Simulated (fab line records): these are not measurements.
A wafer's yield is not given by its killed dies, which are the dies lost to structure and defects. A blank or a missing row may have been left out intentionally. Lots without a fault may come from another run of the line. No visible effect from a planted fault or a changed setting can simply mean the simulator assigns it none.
Which tool was responsible? :: flow n5-finfet :: Sampling: 11 lots, 33 wafers, 3 of 1938 route steps

== WHAT THE GAUGES READ, wafer by wafer ==
N5_STI_FIN_REVEAL_FIN_H_MEAS_10.
lot: L075
measured: day 2 20:28
on: ocd-02
trench-depth-nm (nm): 51.8 52.9 52.1

lot: L077
measured: day 3 13:35
on: ocd-01
trench-depth-nm (nm): 52.5 52.1 51.0

lot: L079
measured: day 3 20:39
on: ocd-02
trench-depth-nm (nm): 52.8 52.8 51.3

lot: L081
measured: day 4 07:06
on: ocd-01
trench-depth-nm (nm): 52.8 52.7 54.1

lot: L084
measured: day 5 00:50
on: ocd-01
trench-depth-nm (nm): 51.2 52.1 52.4

lot: L087
measured: day 6 00:58
on: ocd-02
trench-depth-nm (nm): 51.8 52.2 51.7

lot: L089
measured: day 6 07:53
on: ocd-02
trench-depth-nm (nm): 53.0 52.3 51.5

lot: L091
measured: day 6 20:04
on: ocd-01
trench-depth-nm (nm): 52.7 53.0 52.2

lot: L093
measured: day 7 08:40
on: ocd-02
trench-depth-nm (nm): 51.7 51.5 52.4

lot: L095
measured: day 7 19:31
on: ocd-02
trench-depth-nm (nm): 51.1 50.8 51.5

lot: L097
measured: day 8 07:07
on: ocd-02
trench-depth-nm (nm): 52.5 52.6 51.9

== WHAT TOOL EACH LOT RAN ON (gives the tool, then ch and the chambers of the sampled wafers, and finally the start) ==
lot: L075
N5_FIN_CUT_CUT_ETCH_26: rie-diel-01 ch 0,3, day 2 10:27
N5_STI_FIN_REVEAL_STRIP_24: rie-diel-02 ch 1,2,3, day 2 17:32

lot: L077
N5_FIN_CUT_CUT_ETCH_26: rie-diel-01 ch 0,1,3, day 2 21:32
N5_STI_FIN_REVEAL_STRIP_24: rie-diel-04 ch 1,3, day 3 10:40

lot: L079
N5_FIN_CUT_CUT_ETCH_26: rie-diel-06 ch 2,3, day 3 08:43
N5_STI_FIN_REVEAL_STRIP_24: rie-diel-03 ch 1,2,3, day 3 17:32

lot: L081
N5_FIN_CUT_CUT_ETCH_26: rie-diel-05 ch 1,2, day 3 21:13
N5_STI_FIN_REVEAL_STRIP_24: rie-diel-02 ch 0,1,3, day 4 04:11

lot: L084
N5_FIN_CUT_CUT_ETCH_26: rie-diel-05 ch 0,1,3, day 4 15:44
N5_STI_FIN_REVEAL_STRIP_24: rie-diel-03 ch 0,2,3, day 4 21:55

lot: L087
N5_FIN_CUT_CUT_ETCH_26: rie-diel-06 ch 0,2,3, day 5 15:34
N5_STI_FIN_REVEAL_STRIP_24: rie-diel-02 ch 1,2, day 5 22:03

lot: L089
N5_FIN_CUT_CUT_ETCH_26: rie-diel-01 ch 1,2, day 5 21:59
N5_STI_FIN_REVEAL_STRIP_24: rie-diel-02 ch 0,2,3, day 6 04:59

lot: L091
N5_FIN_CUT_CUT_ETCH_26: rie-diel-05 ch 0,1,3, day 6 10:03
N5_STI_FIN_REVEAL_STRIP_24: rie-diel-04 ch 0,2,3, day 6 17:07

lot: L093
N5_FIN_CUT_CUT_ETCH_26: rie-diel-01 ch 0,1,2, day 6 22:10
N5_STI_FIN_REVEAL_STRIP_24: rie-diel-03 ch 1,2,3, day 7 05:44

lot: L095
N5_FIN_CUT_CUT_ETCH_26: rie-diel-06 ch 0,1,2, day 7 09:40
N5_STI_FIN_REVEAL_STRIP_24: rie-diel-03 ch 0,1,2, day 7 16:35

lot: L097
N5_FIN_CUT_CUT_ETCH_26: rie-diel-05 ch 1,2, day 7 21:44
N5_STI_FIN_REVEAL_STRIP_24: rie-diel-02 ch 0,1, day 8 04:12
- N5_FIN_CUT_CUT_ETCH_26: etches SiNx in CH3F/O2, target depth 39 nm, time 55.7 s.
- N5_STI_FIN_REVEAL_STRIP_24: strips in N2/H2, time 90 s.

== THE ANSWER, worked out from the rows above alone ==
Rule: what is usual is taken from the lots themselves. Put in order of their means at a reading, lots are off if they are a third of the lots or fewer, leave a main group of 4 or more, and stand apart from it by a gap of 3 or more times the standard deviation of the main group's means; of several such gaps the widest counts. A main group is skipped when, at the precision printed for the reading in the tables above, its means are all equal. Also off: a lot with no number at a reading for which 4 or more lots have one. The other lots that the step has rows for count as sound.
No lot is off on any of the readings shown, so nothing can be concluded from this.

== WHAT THE SIMULATOR HAD PUT IN ==
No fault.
